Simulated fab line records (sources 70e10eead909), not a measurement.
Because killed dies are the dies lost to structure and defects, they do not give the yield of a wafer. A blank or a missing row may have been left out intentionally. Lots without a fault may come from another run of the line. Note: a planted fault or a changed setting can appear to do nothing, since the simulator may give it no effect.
Matching of chambers ; flow nand harc ; 4 sister chambers for NHARC_P_STI_DESCUM_14 on rie diel-10
The step chemistry O2, time 3 s. 14 wafers are shown with their chamber, then 7 later ones without.

## WAFERS WITH THEIR CHAMBER
wafer;chamber;showerhead plenum p Torr (Torr);drypump motor current A (A);oes product au (a.u.)
L320.1;1;1.95;5.7;1.007
L320.2;0;1.90;5.7;1.002
L320.4;2;1.98;5.5;0.996
L324.1;3;1.97;5.6;1.003
L324.4;0;1.90;5.7;1.002
L324.5;3;1.97;5.6;1.011
L331.2;3;1.97;5.6;1.011
L331.3;0;1.90;5.7;0.998
L331.4;1;1.95;5.8;1.005
L334.2;2;1.97;5.4;0.983
L334.4;1;1.95;5.8;1.010
L334.5;2;1.97;5.5;0.980
L337.2;1;1.95;5.7;1.017
L337.4;3;1.97;5.6;0.997

SIGNATURES (averages over the wafers above)
reading;chamber 0;chamber 1;chamber 2;chamber 3;scatter within a chamber
showerhead plenum p Torr;1.9000;1.9500;1.9733;1.9700;0.00258
drypump motor current A;5.700;5.750;5.467;5.600;0.0408
oes product au;1.00067;1.00975;0.98633;1.00550;0.00614
Rule: for a wafer and a chamber, the distance is found by dividing, reading by reading, the gap between the wafer's reading and the chamber's mean by the reading's scatter, squaring, summing and taking the root. If the next closest chamber is less than 2 further off than the closest, the wafer can't be placed; otherwise it belongs to the closest. The scatter: take each reading less its chamber's mean, square it, sum over the shown wafers, divide by the number of wafers less the number of chambers, and take the root.

## WAFERS WHOSE CHAMBER IS MISSING
wafer;showerhead plenum p Torr (Torr);drypump motor current A (A);oes product au (a.u.)
L337.5;1.97;5.6;0.996
L339.1;1.90;5.7;1.003
L339.4;1.97;5.5;1.000
L339.6;1.97;5.6;1.014
L341.1;1.97;5.5;0.992
L341.4;1.97;5.6;0.999
L341.6;1.95;5.8;0.996

## CHAMBER TAKEN BY EACH
wafer;from the rows above;in truth
L337.5;3;3
L339.1;0;0
L339.4;can't be placed: 3 or 2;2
L339.6;3;3
L341.1;can't be placed: 2 or 3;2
L341.4;3;3
L341.6;1;1
5 of 7 placed correctly. Can't be placed from these rows: 2 (the true chamber is among the candidates in 2). Number placed wrongly: 0.
